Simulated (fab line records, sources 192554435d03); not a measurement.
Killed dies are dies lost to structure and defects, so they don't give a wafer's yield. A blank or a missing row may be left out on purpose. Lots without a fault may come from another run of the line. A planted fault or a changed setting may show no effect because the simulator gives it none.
Which tool did it? | flow n5_finfet | 11 lots, 27 wafers sampled, at 5 steps of a route of 1938

WHAT THE GAUGES READ, wafer by wafer
N5_BEOL_M4_RC_MEAS_101. Usual: DIBL_N 36.5 mV/V, standard deviation 2.2; DIBL_P 36.9 mV/V, standard deviation 2.9; IOFF_N 0.17 nA/um, standard deviation 0.044; IOFF_P 0.22 nA/um, standard deviation 0.052; ION_N 671 uA/um, standard deviation 16; ION_P 461 uA/um, standard deviation 10; SS_N 71.6 mV/dec, standard deviation 0.73; SS_P 73.5 mV/dec, standard deviation 0.79; VT_N 250 mV, standard deviation 4.1; VT_P -250 mV, standard deviation 4.1.
lot  | measured     | on        | DIBL_N (mV/V)  | DIBL_P (mV/V)  | IOFF_N (nA/um) | IOFF_P (nA/um) | ION_N (uA/um) | ION_P (uA/um) | SS_N (mV/dec)  | SS_P (mV/dec)  | VT_N (mV)   | VT_P (mV)      | flag
L948 | day 8 10:38  | prober-01 | 34.2 35.1 32.4 | 34.7 37.1 30.0 | 0.12 0.13 0.09 | 0.16 0.19 0.10 | 667 674 647   | 455 463 440   | 70.9 71.0 70.4 | 72.1 72.9 71.1 | 253 252 260 | -255 -254 -262 |
L949 | day 9 04:32  | prober-02 | 35.9 36.7 35.2 | 36.2 36.3 36.0 | 0.15 0.15 0.14 | 0.21 0.20 0.21 | 666 656 664   | 459 453 461   | 70.7 71.3 71.9 | 73.0 73.7 73.2 | 249 250 253 | -249 -252 -248 |
L950 | day 9 11:28  | prober-01 | 34.2 37.0 35.7 | 34.5 38.1 37.1 | 0.11 0.16 0.13 | 0.18 0.22 0.21 | 655 655 668   | 451 448 463   | 71.1 72.2 71.2 | 72.1 73.3 72.9 | 258 250 252 | -254 -252 -251 |
L955 | day 10 03:37 | prober-01 | 33.1 36.8      | 31.3 36.6      | 0.11 0.16      | 0.18 0.24      | 648 660       | 447 462       | 71.2 71.2      | 73.2 73.8      | 255 250     | -248 -247      |
L957 | day 10 18:16 | prober-01 | 38.5 39.5      | 37.3 39.5      | 0.19 0.23      | 0.25 0.30      | 694 695       | 466 477       | 72.3 72.6      | 73.6 73.9      | 247 247     | -248 -245      |
L956 | day 11 02:48 | prober-01 | 35.8 37.1      | 35.2 38.6      | 0.14 0.16      | 0.19 0.24      | 670 652       | 454 453       | 71.9 72.5      | 73.4 73.8      | 253 248     | -253 -250      |
L966 | day 13 09:13 | prober-01 | 32.5 40.5 35.3 | 32.7 41.8 35.7 | 0.11 0.22 0.14 | 0.14 0.26 0.18 | 658 677 657   | 455 461 453   | 69.8 72.3 70.3 | 71.9 75.3 73.5 | 252 247 251 | -255 -249 -253 |
L968 | day 14 03:44 | prober-02 | 35.1 40.6      | 34.2 41.2      | 0.16 0.31      | 0.24 0.38      | 682 707       | 478 487       | 71.1 72.5      | 72.9 74.8      | 251 241     | -243 -238      |
L970 | day 14 05:49 | prober-01 | 35.3 38.1 37.8 | 35.5 38.7 39.4 | 0.14 0.18 0.17 | 0.18 0.23 0.25 | 666 674 668   | 461 463 461   | 70.9 71.7 71.4 | 73.1 74.3 74.4 | 250 247 248 | -252 -249 -252 |
L969 | day 14 06:13 | prober-02 | 38.1 36.0      | 37.4 34.1      | 0.16 0.12      | 0.24 0.16      | 648 654       | 447 448       | 71.6 71.5      | 74.0 72.8      | 252 256     | -250 -254      |
L971 | day 15 04:48 | prober-01 | 40.2 42.3      | 42.9 44.0      | 0.23 0.28      | 0.29 0.33      | 669 702       | 456 471       | 72.3 73.4      | 74.7 75.0      | 248 242     | -247 -243      |

WHICH TOOL RAN EACH LOT (tool, then ch and the chambers of the sampled wafers, then the start)
lot  | N5_BEOL_M4_ETCH_69                | N5_BEOL_M4_ALD_84                  | N5_BEOL_M4_ANNEAL_80         | N5_BEOL_M4_SPUTTER_88
L948 | rie_diel-05 ch 0,1,2, day 8 03:18 | ald_metal-04 ch 0,1,2, day 8 06:08 | pvd_sputter-02, day 8 08:04  | pvd_sputter-02, day 8 08:38
L949 | rie_diel-05 ch 1,2, day 8 22:25   | ald_metal-04 ch 0,1,3, day 9 00:42 | pvd_sputter-03, day 9 01:48  | pvd_sputter-03, day 9 02:23
L950 | rie_diel-02 ch 0,1,2, day 9 02:22 | ald_metal-02 ch 1,2, day 9 06:19   | pvd_sputter-02, day 9 08:26  | pvd_sputter-02, day 9 09:01
L955 | rie_diel-06 ch 1,2, day 9 18:08   | ald_metal-02 ch 0,2, day 9 20:33   | pvd_sputter-01, day 10 00:17 | pvd_sputter-01, day 10 00:56
L957 | rie_diel-06 ch 1,2, day 10 04:58  | ald_metal-02 ch 0, day 10 14:33    | pvd_sputter-03, day 10 15:22 | pvd_sputter-03, day 10 15:57
L956 | rie_diel-06 ch 2,3, day 10 21:02  | ald_metal-02 ch 0,3, day 10 23:00  | pvd_sputter-02, day 11 00:05 | pvd_sputter-02, day 11 00:40
L966 | rie_diel-06 ch 0,3, day 13 00:17  | ald_metal-04 ch 1,2, day 13 05:08  | pvd_sputter-01, day 13 06:06 | pvd_sputter-01, day 13 06:45
L968 | rie_diel-06 ch 1,3, day 13 09:52  | ald_metal-02 ch 1,2, day 13 23:25  | pvd_sputter-01, day 14 00:29 | pvd_sputter-01, day 14 01:09
L970 | rie_diel-02 ch 0,1, day 13 16:05  | ald_metal-02 ch 0,3, day 14 02:29  | pvd_sputter-02, day 14 03:16 | pvd_sputter-02, day 14 03:50
L969 | rie_diel-06 ch 0,3, day 14 00:14  | ald_metal-04 ch 0,1, day 14 02:34  | pvd_sputter-01, day 14 03:28 | pvd_sputter-01, day 14 04:07
L971 | rie_diel-02 ch 0,3, day 14 20:55  | ald_metal-02 ch 0,2, day 15 00:29  | pvd_sputter-02, day 15 01:26 | pvd_sputter-02, day 15 02:01
- N5_BEOL_M4_ETCH_69: etches SiARC in CF4, target depth 15.6 nm, time 26 s.
- N5_BEOL_M4_ALD_84: deposits TaN, pulse time 2 s, purge time 3 s, co reactant purge time 2 s.
- N5_BEOL_M4_ANNEAL_80: time 240 s.
- N5_BEOL_M4_SPUTTER_88: material Cu, target thk 4.5 nm, time 8.29 s.

WHAT THE TOOLS THEMSELVES READ (means of the sampled wafers that have a number; where no wafer has one, the mark that the record gives instead)
N5_BEOL_M4_ETCH_69. Usual: drypump_motor_current_A 5.5 A, standard deviation 0.55; etch_rf_on_time_s 26.2 s, standard deviation 0.83; oes_product_au 0.67 a.u., standard deviation 0.072; rf_fwd_power_W 533.4 W, standard deviation 2; rf_vpp_V 184.2 V, standard deviation 0.96; showerhead_plenum_p_Torr 2.15 Torr, standard deviation 0.044; throttle_valve_pct 15.5 %, standard deviation 0.3.
lot  | tool        | drypump_motor_current_A (A) | etch_rf_on_time_s (s) | oes_product_au (a.u.) | rf_fwd_power_W (W) | rf_vpp_V (V) | showerhead_plenum_p_Torr (Torr) | throttle_valve_pct (%) | flag
L948 | rie_diel-05 | 5.7                         | 26.8                  | 0.66                  | 531.3              | 184.0        | 2.10                            | 15.5                   |
L949 | rie_diel-05 | 5.6                         | 27.0                  | 0.67                  | 534.5              | 183.5        | 2.11                            | 15.4                   |
L950 | rie_diel-02 | 5.7                         | 26.2                  | 0.62                  | 531.0              | 184.8        | 2.18                            | 15.8                   |
L955 | rie_diel-06 | 6.0                         | 25.2                  | 0.75                  | 531.5              | 183.8        | 2.15                            | 15.2                   |
L957 | rie_diel-06 | 5.9                         | 25.3                  | 0.75                  | 532.7              | 184.2        | 2.15                            | 15.2                   |
L956 | rie_diel-06 | 5.1                         | 25.9                  | 0.77                  | 533.7              | 183.9        | 2.12                            | 15.2                   |
L966 | rie_diel-06 | 5.1                         | 26.8                  | 0.64                  | 533.8              | 184.7        | 2.16                            | 15.7                   |
L968 | rie_diel-06 | 5.7                         | 26.7                  | 0.69                  | 531.7              | 184.4        | 2.10                            | 15.1                   |
L970 | rie_diel-02 | 5.9                         | 26.1                  | 0.69                  | 535.4              | 184.0        | 2.14                            | 15.8                   |
L969 | rie_diel-06 | 5.0                         | 26.5                  | 0.65                  | 535.5              | 183.7        | 2.14                            | 15.6                   |
L971 | rie_diel-02 | 5.7                         | 26.2                  | 0.76                  | 532.5              | 183.6        | 2.19                            | 15.7                   |

N5_BEOL_M4_ALD_84. Usual: heater_power_w 394 W, standard deviation 54; precursor_vessel_temp_c 75.00 C, standard deviation 0.11.
lot  | tool         | heater_power_w (W) | precursor_vessel_temp_c (C) | flag
L948 | ald_metal-04 | 450                | 75.06                       |
L949 | ald_metal-04 | 445                | 74.86                       |
L950 | ald_metal-02 | 361                | 74.99                       |
L955 | ald_metal-02 | 346                | 75.12                       |
L957 | ald_metal-02 | 330                | 74.92                       |
L956 | ald_metal-02 | 360                | 74.90                       |
L966 | ald_metal-04 | 403                | 74.86                       |
L968 | ald_metal-02 | 374                | 75.00                       |
L970 | ald_metal-02 | 373                | 75.02                       |
L969 | ald_metal-04 | 463                | 74.85                       |
L971 | ald_metal-02 | 338                | 74.98                       |

N5_BEOL_M4_ANNEAL_80. Usual: heater_power_w 828 W, standard deviation 91.
lot  | tool           | heater_power_w (W) | flag
L948 | pvd_sputter-02 | 844                |
L949 | pvd_sputter-03 | 803                |
L950 | pvd_sputter-02 | 772                |
L955 | pvd_sputter-01 | 894                |
L957 | pvd_sputter-03 | 790                |
L956 | pvd_sputter-02 | 782                |
L966 | pvd_sputter-01 | 805                |
L968 | pvd_sputter-01 | 828                |
L970 | pvd_sputter-02 | 801                |
L969 | pvd_sputter-01 | 817                |
L971 | pvd_sputter-02 | 834                |

N5_BEOL_M4_SPUTTER_88. Usual: chuck_gas_flow_sccm 1.27 sccm, standard deviation 0.052; throttle_valve_pct 30.3 %, standard deviation 0.7.
lot  | tool           | chuck_gas_flow_sccm (sccm) | throttle_valve_pct (%) | flag
L948 | pvd_sputter-02 | 1.23                       | 30.7                   |
L949 | pvd_sputter-03 | 1.27                       | 29.6                   |
L950 | pvd_sputter-02 | 1.26                       | 30.4                   |
L955 | pvd_sputter-01 | 1.30                       | 30.8                   |
L957 | pvd_sputter-03 | 1.33                       | 30.2                   |
L956 | pvd_sputter-02 | 1.29                       | 31.1                   |
L966 | pvd_sputter-01 | 1.30                       | 29.9                   |
L968 | pvd_sputter-01 | 1.26                       | 31.0                   |
L970 | pvd_sputter-02 | 1.32                       | 31.0                   |
L969 | pvd_sputter-01 | 1.25                       | 30.1                   |
L971 | pvd_sputter-02 | 1.28                       | 31.6                   |

THE ANSWER, worked out from the rows above alone
Rule: a lot is off if the mean of its wafers that have a number lies more than 3 standard deviations from the usual mean. A lot without any number at a reading at which 4 lots or more have one is off too. The other lots that the step has rows for count as sound. The gauges are gone through in route order, then the tools' own readings, and for those a lot's mean is taken as printed above. The first step at which some lot is off is used, and at that step the reading that is off furthest; a lot without a number counts as furthest.
No lot is off at any reading shown: from this, nothing can be told.

WHAT THE SIMULATOR HAD PUT IN
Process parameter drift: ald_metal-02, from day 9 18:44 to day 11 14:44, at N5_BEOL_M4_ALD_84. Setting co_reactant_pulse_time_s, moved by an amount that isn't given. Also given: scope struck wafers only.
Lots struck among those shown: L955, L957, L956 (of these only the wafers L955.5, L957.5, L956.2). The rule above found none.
